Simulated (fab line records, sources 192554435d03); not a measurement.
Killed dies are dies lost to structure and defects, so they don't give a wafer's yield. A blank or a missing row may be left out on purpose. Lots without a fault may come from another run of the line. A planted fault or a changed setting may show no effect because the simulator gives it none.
fab line records | flow n5_finfet | part 2 of 2: steps 19 to 26 of 26
record lots=5 wafers=15 last_day=15
route steps=1938 shown HKMG_FIN@387
lots that met no fault: from a run of the same line without faults
start_h: hours from the record's first day to the start of the lot's first wafer shown | wait_h: hours since the lot's step before | " the same as in the row above | L1.1+2: a row that stands for several wafers | - no value, or no start given | * or withheld: withheld | < > ~ a bound
route shown NAME@n: a module of which the file shows steps, and the number in the route of the first | usual: mean/standard deviation of fault-free wafers | same: alike in all rows | chamber/n: place in a boat | sites: the reading at each site | _std_site: their standard deviation | _edge_site: outer sites' mean less inner sites' | radius_mm: how far each site lies from the wafer's centre | mask NAME#n: copy n | behind: the tool/chamber that last shaped the wafer | hold: why the lot was held/for how many hours/how that ended | device: the transistor (n, p or np) that didn't switch | end of line: the same wafers' tests at the end of the route | a step without rows: its recipe alone | killed: dies lost to structure and defects at the first sort, not the wafer's yield | map: a wafer's dies, x killed, . not, _ none there
set.NAME: the setting as run; set.NAME@STEP: as run at that earlier step | model.NAME: the simulator's own value behind a step, which no gauge read
lots at some steps of the route; a table a step, a row a wafer
services: from which hour (start_h, from the record's first day; less than 0 if before it) a tool's chamber was out of use, for how many hours, and why
## steps
# step N5_HKMG_FIN_STRIP_57
# recipe chemistry=CF4 resist=SiARC power_w=300 bias_power_w=75 pressure_mtorr=50 cf4_flow_sccm=150 rf_frequency_hz=6e+07
# usual chamber_pressure_mTorr=50.00/0.048 drypump_motor_current_A=5.9/0.43 oes_product_au=0.77/0.064 rf_vpp_V=271.5/1.3 showerhead_plenum_p_Torr=1.81/0.049 throttle_valve_pct=13.62/0.21
# columns lot.wafer tool chamber start_h wait_h chamber_pressure_mTorr drypump_motor_current_A oes_product_au rf_hours_counter_h rf_vpp_V showerhead_plenum_p_Torr throttle_valve_pct
L075.2 rie_diel-06 0 85.34 0.0 49.93 5.7 0.80 92 273.9 1.90 13.62
L075.4 " 1 " " 49.89 6.5 0.72 206 271.4 1.84 13.81
L075.6 " 2 " " 49.98 5.4 0.77 - 273.0 1.79 13.53
L077.1 rie_diel-01 1 101.30 0.0 50.07 5.9 0.74 144 270.1 1.71 13.52
L077.5 " 3 " " 50.03 6.1 0.72 - 272.6 1.78 13.87
L077.6 " 0 " " 50.00 6.4 0.80 - 272.9 1.89 13.67
L081.1 rie_diel-03 0 117.76 0.0 49.96 6.1 0.73 153 271.3 1.78 13.79
L081.4 " 3 " " 50.02 6.3 0.85 - 271.4 1.76 13.21
L081.6 " 0 " " 50.03 6.1 0.72 - 270.0 1.78 13.83
L083.4 rie_diel-01 3 132.17 0.0 50.03 6.1 0.72 210 270.8 1.77 13.88
L083.5 " 1 " " 49.97 5.9 0.73 - 268.1 1.71 13.53
L083.6 " 0 " " 49.92 6.4 0.80 - 272.8 1.88 13.70
L087.2 rie_diel-03 1 156.44 0.0 49.94 5.4 0.82 66 271.4 1.83 13.73
L087.4 " 3 " " 50.01 6.3 0.83 70 269.5 1.76 13.25
L087.6 " 1 " " 49.93 5.4 0.81 - 272.8 1.83 13.75
# step N5_HKMG_FIN_ETCH_58
# recipe chemistry=N2/H2 target=SOC target_depth_a=2158 ion_energy_ev=50 bias_w=13 time_s=741 pressure_mtorr=30 source_w=875 n2_flow_sccm=200 h2_flow_sccm=200
# usual chamber_pressure_mTorr=30.001/0.028 drypump_motor_current_A=5.9/0.44 oes_product_au=0.77/0.065 rf_vpp_V=99.3/0.85 showerhead_plenum_p_Torr=2.56/0.07 throttle_valve_pct=17.79/0.23
# columns lot.wafer tool chamber start_h wait_h chamber_pressure_mTorr drypump_motor_current_A oes_product_au rf_hours_counter_h rf_vpp_V showerhead_plenum_p_Torr throttle_valve_pct
L075.2 rie_diel-06 0 85.36 0.0 30.004 5.7 0.81 93 99.7 2.66 17.58
L075.4 " 1 " " 29.977 6.5 0.71 206 100.7 2.63 18.10
L075.6 " 2 " " 30.066 5.4 0.76 - 99.6 2.55 17.70
L077.1 rie_diel-01 1 101.32 0.0 29.954 6.0 0.72 144 98.5 2.41 17.52
L077.5 " 3 " " 29.962 6.2 0.76 - 100.3 2.52 18.12
L077.6 " 0 " " 29.992 6.5 0.77 - 99.5 2.66 17.86
L081.1 rie_diel-03 0 117.78 0.0 29.996 6.1 0.75 153 100.0 2.51 17.85
L081.4 " 3 " " 29.965 6.3 0.86 - 98.9 2.47 17.32
L081.6 " 0 " " 30.011 6.1 0.74 - 98.3 2.51 17.85
L083.4 rie_diel-01 3 132.19 0.0 29.975 6.1 0.75 210 99.4 2.52 18.16
L083.5 " 1 " " 30.020 6.0 0.71 - 97.9 2.41 17.55
L083.6 " 0 " " 30.072 6.5 0.77 - 99.8 2.65 17.87
L087.2 rie_diel-03 1 156.46 0.0 29.973 5.5 0.83 66 98.3 2.59 17.93
L087.4 " 3 " " 29.971 6.3 0.84 70 97.2 2.47 17.35
L087.6 " 1 " " 30.060 5.5 0.82 - 99.7 2.59 17.90
# step N5_HKMG_FIN_STRIP_93
# recipe chemistry=N2/H2 material=SOC time_s=20 power_w=500 temp_c=40 pressure_mtorr=50 rf_frequency_hz=6e+07 bias_power_w=8 h2_frac=0.5 n2_flow_sccm=300 h2_flow_sccm=300
# usual chamber_pressure_mTorr=50.00/0.044 drypump_motor_current_A=5.9/0.44 oes_product_au=0.77/0.067 rf_vpp_V=54.2/0.88 showerhead_plenum_p_Torr=3.38/0.088 throttle_valve_pct=18.95/0.29
# columns lot.wafer tool chamber start_h wait_h chamber_pressure_mTorr drypump_motor_current_A oes_product_au rf_hours_counter_h rf_vpp_V showerhead_plenum_p_Torr throttle_valve_pct
L075.2 rie_diel-06 0 85.78 0.2 50.01 5.7 0.84 93 54.8 3.50 18.48
L075.4 " 1 " " 49.95 6.5 0.70 206 55.1 3.47 19.45
L075.6 " 2 " " 49.97 5.4 0.76 - 55.3 3.36 18.83
L077.1 rie_diel-01 1 101.74 0.2 50.06 5.9 0.72 144 53.3 3.20 18.62
L077.5 " 3 " " 50.03 6.1 0.74 - 54.4 3.33 19.32
L077.6 " 0 " " 49.95 6.4 0.78 - 54.6 3.50 19.18
L081.1 rie_diel-03 0 118.20 0.2 50.03 6.1 0.76 154 53.8 3.31 18.99
L081.4 " 3 " " 50.01 6.3 0.87 - 54.8 3.27 18.55
L081.6 " 0 " " 49.96 6.1 0.76 - 53.7 3.31 19.02
L083.4 rie_diel-01 3 132.61 0.2 49.91 6.1 0.74 211 53.8 3.33 19.37
L083.5 " 1 " " 49.97 6.0 0.71 - 55.4 3.19 18.62
L083.6 " 0 " " 50.03 6.5 0.76 - 56.1 3.50 19.21
L087.2 rie_diel-03 1 156.89 0.2 50.05 5.5 0.83 66 54.0 3.42 18.89
L087.4 " 3 " " 50.05 6.4 0.84 71 54.9 3.26 18.58
L087.6 " 1 " " 50.03 5.5 0.83 - 55.2 3.42 18.90
# step N5_HKMG_FIN_WET_ETCH_76
# recipe chemistry=dNH4OH mix=1:50 temp_c=25 target=Al2O3 stop_on=La2O3 target_depth_nm=2.25 dry=ipa_marangoni rinse_time_s=30 rinse_temp_c=23
# columns lot.wafer tool chamber start_h wait_h
L075.2+4+6 wet_bench-05 4,0,3 85.90 0.1
L077.1+5+6 wet_bench-05 1,5,4 101.83 0.1
L081.1+4+6 wet_bench-03 2,7,5 118.28 0.1
L083.4+5+6 wet_bench-05 2,4,6 132.70 0.1
L087.2+4+6 wet_bench-03 7,4,6 156.97 0.1
# step N5_HKMG_FIN_STRIP_60
# recipe chemistry=N2/H2 power_w=2500 temp_c=300 h2_frac=0.65 time_s=360 pressure_mtorr=withheld n2_flow_sccm=1750 h2_flow_sccm=3250
# usual drypump_motor_current_A=5.10/0.29 heater_power_w=475/51
# columns lot.wafer tool chamber start_h wait_h drypump_motor_current_A heater_power_w rf_hours_counter_h
L075.2 plasma_asher-01 1 85.98 0.0 4.95 475 83
L075.4 " 1 " " 4.93 459 -
L075.6 " 0 " " 4.90 507 -
L077.1 plasma_asher-01 1 101.90 0.0 4.95 478 86
L077.5 " 0 " " 4.92 535 -
L077.6 " 1 " " 4.93 488 -
L081.1 plasma_asher-02 0 118.35 0.0 5.66 491 46
L081.4 " 0 " " 5.68 499 -
L081.6 " 0 " " 5.65 484 -
L083.4 plasma_asher-01 0 132.89 0.1 4.93 520 -
L083.5 " 1 " " 4.87 465 -
L083.6 " 0 " " 4.94 522 -
L087.2 plasma_asher-02 0 157.04 0.0 5.68 486 54
L087.4 " 1 " " 5.39 359 -
L087.6 " 0 " " 5.69 496 -
# step N5_HKMG_FIN_WET_ETCH_77
# recipe chemistry=dHCl mix=1:10000 temp_c=25 target=La2O3 stop_on=HfO2 target_depth_nm=2
# columns lot.wafer tool chamber start_h wait_h
L075.2+4+6 wet_bench-05 2,3,4 86.36 0.3
L077.1+5+6 wet_bench-05 1,3,2 102.28 0.3
L081.1+4+6 wet_bench-04 2,1,0 118.74 0.3
L083.4+5+6 wet_bench-03 3,6,7 133.15 0.1
L087.2+4+6 wet_bench-03 2,3,1 157.43 0.3
# step N5_HKMG_FIN_WET_ETCH_78
# recipe chemistry=dNH4OH mix=1:50 temp_c=25 target=Al2O3 stop_on=La2O3 target_depth_nm=4.5 dry=ipa_marangoni rinse_time_s=30 rinse_temp_c=23
# columns lot.wafer tool chamber start_h wait_h
L075.2+4+6 wet_bench-05 2,3,4 86.39 0.0
L077.1+5+6 wet_bench-05 1,3,2 102.31 0.0
L081.1+4+6 wet_bench-04 2,1,0 118.77 0.0
L083.4+5+6 wet_bench-03 3,6,7 133.18 0.0
L087.2+4+6 wet_bench-03 2,3,1 157.46 0.0
# step N5_HKMG_FIN_ALD_79
# recipe material=TiN target_thk_a=15 temp_c=400 ald_precursor_family=TiCl4 ald_co_reactant=NH3 pulse_time_s=1 purge_time_s=3 co_reactant_purge_time_s=2 co_reactant_pulse_time_s=2 ald_cycles=68 pressure_torr=3
# usual heater_power_w=872/76 precursor_pulse_height_rel=0.998/0.019
# columns lot.wafer tool chamber start_h wait_h heater_power_w precursor_pulse_height_rel since_wet_clean_h
L075.2 ald_metal-03 3 86.46 0.0 697 1.003 5903
L075.4 " 1 " " 851 0.970 5903
L075.6 " 0 " " 837 0.973 -
L077.1 ald_metal-04 1 102.39 0.0 933 0.999 2842
L077.5 " 1 " " 911 1.013 -
L077.6 " 2 " " 992 0.973 -
L081.1 ald_metal-04 2 118.84 0.0 983 1.000 2859
L081.4 " 1 " " 938 0.993 -
L081.6 " 3 " " 897 1.012 -
L083.4 ald_metal-04 3 133.25 0.0 896 0.978 2873
L083.5 " 1 " " 943 0.977 -
L083.6 " 0 " " 815 1.037 -
L087.2 ald_metal-03 3 157.53 0.0 706 1.018 5974
L087.4 " 2 " " 817 0.978 5974
L087.6 " 2 " " 825 1.033 -
## services
# columns tool chamber start_h hours kind
rie_diel-01 2 66.15 - clean
rie_diel-01 2 66.15 - consumable_replace:focus_ring
rie_diel-01 2 66.15 18.8 scheduled_down
rie_diel-01 2 66.15 18.8 vent_cycle
arfi_scanner-02 0 74.76 - calibration
ald_metal-04 0 89.24 36.0 repair
rie_diel-03 1 92.41 36.0 repair
arfi_scanner-03 - 94.23 4.9 pm
arfi_scanner-03 - 120.27 2.3 repair
arfi_scanner-03 - 130.19 1.3 pm
ald_metal-03 - 130.52 0.3 repair
ald_metal-03 - 130.98 6.0 pm
arfi_scanner-02 - 133.91 0.8 pm
plasma_asher-02 - 134.18 1.1 repair
arfi_scanner-03 - 138.32 0.8 pm
arfi_scanner-02 - 144.63 1.3 pm
arfi_scanner-02 - 146.98 2.2 repair
ald_hk-03 - 155.67 0.2 repair
